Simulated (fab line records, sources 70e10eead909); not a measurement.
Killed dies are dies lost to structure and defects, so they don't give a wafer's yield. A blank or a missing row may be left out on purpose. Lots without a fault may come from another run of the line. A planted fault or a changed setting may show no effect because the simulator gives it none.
fab line records | flow nand_harc
record lots=7 wafers=19 last_day=33
route steps=1302 shown A_ONON_D2@546 END@1302
lots that met no fault: from a run of the same line without faults
start_h: hours from the record's first day to the start of the lot's first wafer shown | wait_h: hours since the lot's step before | " the same as in the row above | L1.1+2: a row that stands for several wafers | - no value, or no start given | * or withheld: withheld | < > ~ a bound
route shown NAME@n: a module of which the file shows steps, and the number in the route of the first | usual: mean/standard deviation of fault-free wafers | same: alike in all rows | chamber/n: place in a boat | sites: the reading at each site | _std_site: their standard deviation | _edge_site: outer sites' mean less inner sites' | radius_mm: how far each site lies from the wafer's centre | mask NAME#n: copy n | behind: the tool/chamber that last shaped the wafer | hold: why the lot was held/for how many hours/how that ended | device: the transistor (n, p or np) that didn't switch | end of line: the same wafers' tests at the end of the route | a step without rows: its recipe alone | killed: dies lost to structure and defects at the first sort, not the wafer's yield | map: a wafer's dies, x killed, . not, _ none there
set.NAME: the setting as run; set.NAME@STEP: as run at that earlier step | model.NAME: the simulator's own value behind a step, which no gauge read
lots at some steps of the route; a table a step, a row a wafer
services: from which hour (start_h, from the record's first day; less than 0 if before it) a tool's chamber was out of use, for how many hours, and why
## steps
# step NHARC_A_ONON_D2_THK_MEAS_02
# recipe thk_meas_gauge=ellipsometry
# usual thk_nm=1002/11
# columns lot.wafer tool chamber start_h wait_h thk_nm
L658.1 film_metro-01 - 320.36 - 1001
L658.4 " - " " 1000
L658.6 " - " " 1002
L659.2 film_metro-01 - 338.10 - 996
L659.4 " - " " 996
L659.5 " - " " 998
L668.2 film_metro-01 - 417.16 - 996
L668.4 " - " " 994
L669.2 film_metro-01 - 428.50 - 1001
L669.3 " - " " 1002
L669.6 " - " " 1000
L671.2 film_metro-01 - 446.49 - 990
L671.3 " - " " 989
L676.1 film_metro-01 - 494.37 - 1005
L676.2 " - " " 1006
L676.5 " - " " 1005
L675.2 film_metro-02 - 494.39 - 1008
L675.3 " - " " 1009
L675.4 " - " " 1007
# step NHARC_A_ONON_D2_DEP_03
# recipe target_thk_a=10000 n2_flow_sccm=2750 n2o_flow_sccm=2000 nh3_flow_sccm=500 sih4_flow_sccm=210 temp_c=400
# step NHARC_A_ONON_D2_THK_MEAS_05
# recipe thk_meas_gauge=ellipsometry
# usual thk_nm=998/11
# columns lot.wafer tool chamber start_h wait_h thk_nm
L658.1 film_metro-02 - 320.93 - 987
L658.4 " - " " 988
L658.6 " - " " 986
L659.2 film_metro-02 - 338.66 - 1011
L659.4 " - " " 1010
L659.5 " - " " 1012
L668.2 film_metro-01 - 417.72 - 1001
L668.4 " - " " 1003
L669.2 film_metro-01 - 429.07 - 1011
L669.3 " - " " 1011
L669.6 " - " " 1011
L671.2 film_metro-02 - 447.06 - 1001
L671.3 " - " " 1000
L676.1 film_metro-01 - 494.94 - 992
L676.2 " - " " 992
L676.5 " - " " 994
L675.2 film_metro-02 - 494.95 - 1009
L675.3 " - " " 1008
L675.4 " - " " 1005
# step NHARC_A_ONON_D2_DEP_06
# recipe target_thk_a=10000 n2_flow_sccm=2750 n2o_flow_sccm=2000 nh3_flow_sccm=500 sih4_flow_sccm=210 temp_c=400
# step NHARC_A_ONON_D2_THK_MEAS_08
# recipe thk_meas_gauge=ellipsometry
# usual thk_nm=1001/11
# columns lot.wafer tool chamber start_h wait_h thk_nm
L658.1 film_metro-02 - 321.50 - 1002
L658.4 " - " " 1002
L658.6 " - " " 1002
L659.2 film_metro-02 - 339.23 - 1008
L659.4 " - " " 1007
L659.5 " - " " 1009
L668.2 film_metro-01 - 418.28 - 1006
L668.4 " - " " 1006
L669.2 film_metro-02 - 429.63 - 1002
L669.3 " - " " 1002
L669.6 " - " " 1000
L671.2 film_metro-02 - 447.62 - 995
L671.3 " - " " 995
L676.1 film_metro-01 - 495.50 - 1013
L676.2 " - " " 1013
L676.5 " - " " 1014
L675.2 film_metro-02 - 495.52 - 981
L675.3 " - " " 982
L675.4 " - " " 981
# step NHARC_A_ONON_D2_DEP_09
# recipe target_thk_a=10000 n2_flow_sccm=2750 n2o_flow_sccm=2000 nh3_flow_sccm=500 sih4_flow_sccm=210 temp_c=400
# step NHARC_A_ONON_D2_THK_MEAS_11
# recipe thk_meas_gauge=ellipsometry
# usual thk_nm=1000/10
# columns lot.wafer tool chamber start_h wait_h thk_nm
L658.1 film_metro-01 - 322.07 - 1009
L658.4 " - " " 1010
L658.6 " - " " 1006
L659.2 film_metro-02 - 339.80 - 990
L659.4 " - " " 989
L659.5 " - " " 990
L668.2 film_metro-02 - 418.87 - 992
L668.4 " - " " 996
L669.2 film_metro-02 - 430.21 - 988
L669.3 " - " " 989
L669.6 " - " " 990
L671.2 film_metro-01 - 448.19 - 1019
L671.3 " - " " 1016
L676.1 film_metro-01 - 496.06 - 1008
L676.2 " - " " 1010
L676.5 " - " " 1008
L675.2 film_metro-02 - 496.11 - 1004
L675.3 " - " " 1003
L675.4 " - " " 1002
# step NHARC_A_ONON_D2_DEP_12
# recipe target_thk_a=10000 n2_flow_sccm=2750 n2o_flow_sccm=2000 nh3_flow_sccm=500 sih4_flow_sccm=210 temp_c=400
# step NHARC_A_ONON_D2_THK_MEAS_14
# recipe thk_meas_gauge=ellipsometry
# usual thk_nm=1003/11
# columns lot.wafer tool chamber start_h wait_h thk_nm
L658.1 film_metro-02 - 322.63 - 1023
L658.4 " - " " 1024
L658.6 " - " " 1023
L659.2 film_metro-01 - 340.36 - 984
L659.4 " - " " 985
L659.5 " - " " 985
L668.2 film_metro-01 - 419.43 - 1011
L668.4 " - " " 1012
L669.2 film_metro-02 - 430.77 - 1010
L669.3 " - " " 1012
L669.6 " - " " 1013
L671.2 film_metro-01 - 448.78 - 991
L671.3 " - " " 992
L676.1 film_metro-02 - 496.63 - 1000
L676.2 " - " " 1000
L676.5 " - " " 1000
L675.2 film_metro-01 - 496.68 - 1019
L675.3 " - " " 1018
L675.4 " - " " 1019
# step NHARC_A_ONON_D2_ANNEAL_15
# recipe temp_c=750 time_s=3600
# step NHARC_A_ONON_D2_DEP_16
# recipe target_thk_a=10000 n2_flow_sccm=2750 n2o_flow_sccm=2000 nh3_flow_sccm=500 sih4_flow_sccm=210 temp_c=400
# step NHARC_A_ONON_D2_THK_MEAS_18
# recipe thk_meas_gauge=ellipsometry
# usual thk_nm=996/11
# columns lot.wafer tool chamber start_h wait_h thk_nm
L658.1 film_metro-01 - 330.04 - 986
L658.4 " - " " 988
L658.6 " - " " 985
L659.2 film_metro-01 - 348.06 - 996
L659.4 " - " " 998
L659.5 " - " " 997
L668.2 film_metro-02 - 426.78 - 997
L668.4 " - " " 995
L669.2 film_metro-01 - 438.19 - 1006
L669.3 " - " " 1003
L669.6 " - " " 1002
L671.2 film_metro-02 - 456.49 - 998
L671.3 " - " " 1000
L676.1 film_metro-01 - 503.98 - 998
L676.2 " - " " 997
L676.5 " - " " 1000
L675.2 film_metro-02 - 503.99 - 992
L675.3 " - " " 993
L675.4 " - " " 993
# step NHARC_A_ONON_D2_DEP_19
# recipe target_thk_a=10000 n2_flow_sccm=2750 n2o_flow_sccm=2000 nh3_flow_sccm=500 sih4_flow_sccm=210 temp_c=400
# columns lot.wafer tool chamber start_h wait_h
L658.1+4+6 pecvd_onon-01 0 330.09 0.1
L659.2+4+5 pecvd_onon-04 0 348.18 0.1
L668.2+4 pecvd_onon-04 0 426.89 0.1
L669.2+3+6 pecvd_onon-04 0 438.30 0.1
L671.2+3 pecvd_onon-04 0 456.61 0.1
L676.1+2+5 pecvd_onon-03 0 504.04 0.1
L675.2+3+4 pecvd_onon-01 0 504.10 0.1
# step NHARC_A_ONON_D2_THK_MEAS_21
# recipe thk_meas_gauge=ellipsometry
# usual thk_nm=1000/10
# columns lot.wafer tool chamber start_h wait_h thk_nm
L658.1 film_metro-01 - 330.60 - 988
L658.4 " - " " 987
L658.6 " - " " 985
L659.2 film_metro-02 - 348.63 - 1004
L659.4 " - " " 1002
L659.5 " - " " 1003
L668.2 film_metro-02 - 427.35 - 1064
L668.4 " - " " 1064
L669.2 film_metro-02 - 438.76 - 1073
L669.3 " - " " 1004
L669.6 " - " " 1003
L671.2 film_metro-01 - 457.06 - 1079
L671.3 " - " " 1007
L676.1 film_metro-02 - 504.55 - 987
L676.2 " - " " 988
L676.5 " - " " 987
L675.2 film_metro-01 - 504.56 - 994
L675.3 " - " " 993
L675.4 " - " " 992
# step NHARC_A_ONON_D2_DEP_22
# recipe target_thk_a=10000 n2_flow_sccm=2750 n2o_flow_sccm=2000 nh3_flow_sccm=500 sih4_flow_sccm=210 temp_c=400
# step NHARC_END_SORT_01
# recipe temp_c=25
# usual killed_at_array=62/20 killed_at_other=0.8/1.1 killed_at_periphery=3.5/2.4 killed_dies=66/21 killed_open=3.5/1.9 killed_short=2.5/1.7
# same gross_dies=677
# columns lot.wafer tool chamber start_h wait_h killed_at_array killed_at_other killed_at_periphery killed_dies killed_open killed_short
L658.1 prober-02 0 599.76 2.5 43 0 6 49 2 0
L658.4 prober-02 0 602.13 3.4 39 0 1 40 3 1
L658.6 prober-02 0 603.70 3.9 54 0 2 56 3 3
L671.3 prober-02 0 722.15 3.1 70 2 0 72 0 1
# killed by level:class
L658.1 A_CHANNEL_HOLE_D2:chamber_film_flake=33 P_GATE:chamber_film_flake=5 A_CHANNEL_HOLE_D1:chamber_film_flake=3 A_CONTACT:chamber_film_flake=3 A_ZERO_WELL:chamber_film_flake=2 P_GATE:geometric_particle:open=1 A_M0:geometric_particle:open=1 A_DECK1_JOINT:chamber_film_flake=1
L658.4 A_CHANNEL_HOLE_D2:chamber_film_flake=28 A_ZERO_WELL:chamber_film_flake=2 A_CHANNEL_HOLE_D1:chamber_film_flake=2 A_CONTACT:chamber_film_flake=2 P_M1:geometric_particle:short=1 A_ONON_D1:geometric_particle:open=1 A_CHANNEL_FILL_D1:geometric_particle:open=1 A_CHANNEL_FILL_D2:geometric_particle:open=1
L658.6 A_CHANNEL_HOLE_D2:chamber_film_flake=36 A_CONTACT:chamber_film_flake=6 A_CHANNEL_HOLE_D1:chamber_film_flake=4 A_WL_FILL:geometric_particle:short=2 A_M1:chamber_film_flake=2 P_CONTACT:geometric_particle:open=1 A_DECK1_JOINT:geometric_particle:open=1 A_BLC:geometric_particle:open=1
L671.3 A_SLIT:chamber_film_flake=31 A_CHANNEL_HOLE_D1:chamber_film_flake=30 A_CONTACT:chamber_film_flake=4 A_CHANNEL_FILL_D2:chamber_film_flake=3 THIN_TSV:chamber_film_flake=2 A_SOURCE_PLATE:geometric_particle:short=1 A_WL_FILL:chamber_film_flake=1
## services
# columns tool chamber start_h hours kind
pecvd_onon-04 - 311.25 13.0 pm
pecvd_onon-03 - 408.05 13.0 pm
pecvd_onon-01 - 450.00 13.0 pm
pecvd_onon-04 - 492.25 13.0 pm
## key
first_sign step=NHARC_A_ONON_D2_THK_MEAS_21 reading=thk_nm direction=up sigmas=6.8 usual=1000 struck=1070
effect none on later readings
met_at NHARC_A_ONON_D2_DEP_19
struck_wafers L668.2,L668.4,L669.2,L671.2
sort_left_out L668.2,L668.4
tester_left_out L668,L669,L671
onset_between 348.18 426.89
fault kind=process_parameter_drift tool=pecvd_onon-04 chamber=- onset_h=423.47 steps=NHARC_A_ONON_D2_DEP_19 channel=target_thk_a offset=* shape=step end_h=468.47 scope=struck_wafers_only acts_in=* stated=*
# tester_left_out: of these lots the tester's yield and bins aren't shown, on N5 and GAA mostly nor the transistor test; their killed dies are dies lost to structure and defects alone, not to doping, threshold or leakage, so they don't give the yield
# sort_left_out: the simulated sort isn't trusted on such a fault, so these wafers' sort isn't shown, and their yield isn't known
